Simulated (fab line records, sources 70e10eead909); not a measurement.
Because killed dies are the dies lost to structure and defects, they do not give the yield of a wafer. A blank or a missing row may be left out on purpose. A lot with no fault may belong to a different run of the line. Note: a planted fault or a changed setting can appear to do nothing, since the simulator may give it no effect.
The tool behind it: which one? || flow nand-harc || 12 lots, 36 wafers sampled, at 1 step of a route of 1159

WHAT THE GAUGES SHOWED, per wafer
NHARC_P_START_INSPECT_01.
{"lot": "L458", "measured": "day 1 12:02", "on": "defect-inspect-01", "raw-defect-count": "4 2 0"}
{"lot": "L461", "measured": "day 2 06:02", "on": "defect-inspect-02", "raw-defect-count": "3 5 1"}
{"lot": "L462", "measured": "day 2 12:02", "on": "defect-inspect-01", "raw-defect-count": "1 7 3"}
{"lot": "L463", "measured": "day 2 18:03", "on": "defect-inspect-02", "raw-defect-count": "4 4 5"}
{"lot": "L467", "measured": "day 3 18:02", "on": "defect-inspect-01", "raw-defect-count": "2 2 5"}
{"lot": "L469", "measured": "day 4 06:02", "on": "defect-inspect-02", "raw-defect-count": "2 4 2"}
{"lot": "L470", "measured": "day 4 12:02", "on": "defect-inspect-01", "raw-defect-count": "1 0 7"}
{"lot": "L471", "measured": "day 4 18:02", "on": "defect-inspect-02", "raw-defect-count": "1 4 2"}
{"lot": "L472", "measured": "day 5 00:02", "on": "defect-inspect-02", "raw-defect-count": "4 2 6"}
{"lot": "L474", "measured": "day 5 12:02", "on": "defect-inspect-02", "raw-defect-count": "2 5 4"}
{"lot": "L478", "measured": "day 6 12:02", "on": "defect-inspect-02", "raw-defect-count": "3 2 3"}
{"lot": "L479", "measured": "day 6 18:02", "on": "defect-inspect-02", "raw-defect-count": "5 3 3"}

WHICH TOOL RAN EACH LOT (tool, then ch and the chambers of the sampled wafers, then the start)
There is no process step in the record ahead of these readings.

AS READ BY THE TOOLS THEMSELVES (means over the sampled wafers that have a number; for cases with no such wafer, the mark the record gives instead)
The record holds no such reading with a usual standard deviation.

THE ANSWER, worked out from the rows above alone
Rule: what is usual is taken from the lots themselves. The widest of any qualifying gaps counts: lots, ordered by their means at a reading, are off when they make up no more than a third of the lots, leave a main group of 4 or more, and stand apart from it by 3 or more times the standard deviation of that group's means. The tables above print the reading to a certain number of digits; a main group whose means all agree to those digits is not used. A lot without any number at a reading at which 4 lots or more have one is off too. The other lots that the step has rows for count as sound. First the gauges in route order, then the tools' own readings, where a lot's mean is used as printed above. The first step at which some lot is off is used, and at that step the reading that is off furthest; a lot without a number counts as furthest.
No lot is off at any reading shown: from this, nothing can be told.

WHAT HAD BEEN PUT IN BY THE SIMULATOR
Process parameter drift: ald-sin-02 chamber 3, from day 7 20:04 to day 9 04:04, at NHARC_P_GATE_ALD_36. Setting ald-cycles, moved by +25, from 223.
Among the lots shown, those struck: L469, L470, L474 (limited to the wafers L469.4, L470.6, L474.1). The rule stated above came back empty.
